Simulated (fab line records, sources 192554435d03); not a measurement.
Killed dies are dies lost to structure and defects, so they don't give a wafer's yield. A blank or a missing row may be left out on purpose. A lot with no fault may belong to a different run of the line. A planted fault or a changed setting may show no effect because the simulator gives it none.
Split-lot trial | flow n5Finfet | 21 wafers read across 7 lots, on a route 1938 steps long

== SPLIT DETAILS ==
At N5_FIN_SAQP_HM_DEP_03 (deposits SiNx from SiH4/NH3/N2, target thk 38 nm, time 33.6 s), the setting timeS was moved away from the recipe's 33.6 s on 10 of the 21 wafers read, by +11.8% to +14.8%. This setting was run at the recipe's value on the other wafers.

== FROM THE SPLIT TO THE READING: what the file shows between them, 19 steps ==
- N5_FIN_SAQP_THK_MEAS_05
- N5_FIN_SAQP_PECVD_06: deposits a-Si from SiH4/He, target thk 60 nm, time 48.1 s (also split here: timeS)
- N5_FIN_SAQP_THK_MEAS_07
- N5_FIN_SAQP_HM_DEP_72: deposits SiO2 from SiH4/N2O, target thk 12 nm, time 7.2 s
- N5_FIN_SAQP_COAT_49: time 60 s, resist thk 100 nm
- N5_FIN_SAQP_HM_OPEN_73: chemistry CHF3/O2, target SiO2, stops on a-Si, target depth 12 nm, time 16.8 s
- N5_FIN_SAQP_STRIP_74: strips in CHF3/O2
- N5_FIN_SAQP_MANDREL_ETCH_22: etches a-Si in HBr/Cl2, stops on SiNx, target depth 60 nm, bt time 10 s, time 30 s
- N5_FIN_SAQP_SPACER1_ALD_24: deposits SiO2, target thk 20.3 nm, pulse time 1 s, purge time 2 s (also split here: tempC)
- N5_FIN_SAQP_SPACER1_ETCHBACK_25: etches SiO2 in CHF3/O2, target depth 24.4 nm, time 12.2 s
- N5_FIN_SAQP_MANDREL1_REMOVE_56: chemistry HBr/Cl2/O2, target a-Si, stops on SiNx, bt time 10 s
- N5_FIN_SAQP_COAT_68: time 60 s, resist thk 100 nm (also split here: tempC)
- N5_FIN_SAQP_ETCH_69: etches SOC in N2/H2, stops on SiNx, target depth 150 nm
- N5_FIN_SAQP_ETCH_67: etches SiNx in CH3F/O2, target depth 30 nm
- N5_FIN_SAQP_MANDREL2_REMOVE_60: chemistry HBr/Cl2/O2, target a-Si, stops on SiNx, bt time 10 s
- N5_FIN_SAQP_HM_OPEN_33: chemistry CH3F/O2, target SiNx, target depth 49.4 nm, time 70.6 s
- N5_FIN_SAQP_ETCH_34: etches SiO2 in C4F6/O2, target depth 45 nm, time 15 s
- N5_FIN_SAQP_STRIP_77: strips in N2/H2, time 90 s
- N5_FIN_SAQP_ETCH_64: etches SiO2 in CF4, target depth 1.5 nm

== THE READING ==
SiNx_of_FIN_SAQP_HM_DEP_03.thkNm (the simulator's own value, which no gauge read), in nm, at N5_FIN_SAQP_FIN_ETCH_36 (etches the open film in HBr/Cl2/O2, target depth 120 nm, time 50.4 s). There is no usual value for it anywhere in the file. Here, 11 wafers ran the recipe; their average is 21.2 nm with a standard deviation of 0.45 nm.

wafer  | tool, chamber at the split | timeS as run, s | against the recipe | SiNx_of_FIN_SAQP_HM_DEP_03.thkNm, nm | against lot-mates on the recipe
L076.1 | pecvd-01, 0                | 37.98           | +13.0%             | 26                                   | +4.8
L076.3 | pecvd-01, 2                | 33.6            | recipe             | 21.2                                 | -
L076.6 | pecvd-01, 1                | 37.98           | +13.0%             | 26.4                                 | +5.2
L078.2 | pecvd-01, 0                | 33.6            | recipe             | 20.8                                 | -
L078.3 | pecvd-01, 0                | 33.6            | recipe             | 21                                   | -
L078.6 | pecvd-01, 1                | 33.6            | recipe             | 20.6                                 | -
L080.1 | pecvd-04, 1                | 37.56           | +11.8%             | 25                                   | +3.8
L080.5 | pecvd-04, 0                | 37.56           | +11.8%             | 25.8                                 | +4.6
L080.6 | pecvd-04, 1                | 33.6            | recipe             | 21.2                                 | -
L085.1 | pecvd-01, 0                | 38.56           | +14.8%             | 25.4                                 | +4.2
L085.2 | pecvd-01, 2                | 38.56           | +14.8%             | 25.8                                 | +4.6
L085.4 | pecvd-01, 0                | 33.6            | recipe             | 21.2                                 | -
L086.1 | pecvd-03, 1                | 33.6            | recipe             | 20.6                                 | -
L086.4 | pecvd-03, 2                | 33.6            | recipe             | 21.4                                 | -
L086.6 | pecvd-03, 1                | 33.6            | recipe             | 21.4                                 | -
L093.2 | pecvd-01, 0                | 38.36           | +14.2%             | 26.8                                 | no lot-mate on the recipe
L093.5 | pecvd-01, 2                | 38.36           | +14.2%             | 26.6                                 | no lot-mate on the recipe
L093.6 | pecvd-01, 0                | 38.36           | +14.2%             | 26.6                                 | no lot-mate on the recipe
L094.1 | pecvd-03, 0                | 37.74           | +12.3%             | 26                                   | +4.0
L094.4 | pecvd-03, 0                | 33.6            | recipe             | 22                                   | -
L094.6 | pecvd-03, 1                | 33.6            | recipe             | 22                                   | -

FIT RESULTS
A straight line over all 21 wafers: SiNx_of_FIN_SAQP_HM_DEP_03.thkNm changes by +0.358 nm for each +1% of timeS; r = +0.98; the points scatter about the line by 0.52 nm.
The same after taking each lot's own level away (the mean of its wafers on the recipe; 18 wafers): +0.338 nm for each +1%; r = +0.99; scatter 0.4 nm.
The reading moves by 5 nm for the largest change in timeS, on that fit.
Measured against the standard deviation above, the lots' own levels, which go from 20.80 to 22.00 nm, span 2.6 times it.
Consequently the slope shifts little with the lot-to-lot level, the two slopes agreeing.
Check: with one of the wafers moved furthest among these (+14.8%) left out of the fit, the line predicts +5.18 nm for it against its lot-mates. Against them it came out at +4.2 nm.

== OTHER SPLITS ON THESE WAFERS ==
Other splits were also applied to these wafers ahead of the reading. Each is held against what the fit with the lots' levels taken away leaves over:
other split on the same wafers   | wafers away from the commonest value | r with SiNx_of_FIN_SAQP_HM_DEP_03.thkNm (lot level and that fit taken away)
N5_WELL_APT_COAT_02 spinRpm      | 8                                    | -0.41
N5_FIN_SAQP_PECVD_06 timeS       | 6                                    | -0.07
N5_FIN_SAQP_SPACER1_ALD_24 tempC | 8                                    | -0.06
N5_FIN_SAQP_COAT_68 tempC        | 6                                    | +0.30

== THE WHOLE CHAIN: every reading that the file lists as answering this split, in the file's order ==
step                    | what it does                                                         | reading                                                                           | change (the file's fit)               | r (the file's)
N5_FIN_SAQP_HM_DEP_03   | deposits SiNx from SiH4/NH3/N2, target thk 38 nm, time 33.6 s        | SiNx_of_FIN_SAQP_HM_DEP_03.thkNm (the simulator's own value, which no gauge read) | +0.346 nm for each +1% of the setting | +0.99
N5_FIN_SAQP_THK_MEAS_05 |                                                                      | thkNm                                                                             | withheld for each +1% of the setting  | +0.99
N5_FIN_SAQP_HM_OPEN_33  | chemistry CH3F/O2, target SiNx, target depth 49.4 nm, time 70.6 s    | etchRfOnTimeS                                                                     | withheld for each +1% of the setting  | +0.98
N5_FIN_SAQP_HM_OPEN_33  | chemistry CH3F/O2, target SiNx, target depth 49.4 nm, time 70.6 s    | etch.depthNm (the simulator's own value, which no gauge read)                     | +0.35 nm for each +1% of the setting  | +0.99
N5_FIN_SAQP_FIN_ETCH_36 | etches the open film in HBr/Cl2/O2, target depth 120 nm, time 50.4 s | SiNx_of_FIN_SAQP_HM_DEP_03.thkNm (the simulator's own value, which no gauge read) | +0.337 nm for each +1% of the setting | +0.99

== FILE'S OWN FIT ==
SiNx_of_FIN_SAQP_HM_DEP_03.thkNm changes by +0.337 nm for each +1% of timeS, r = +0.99.
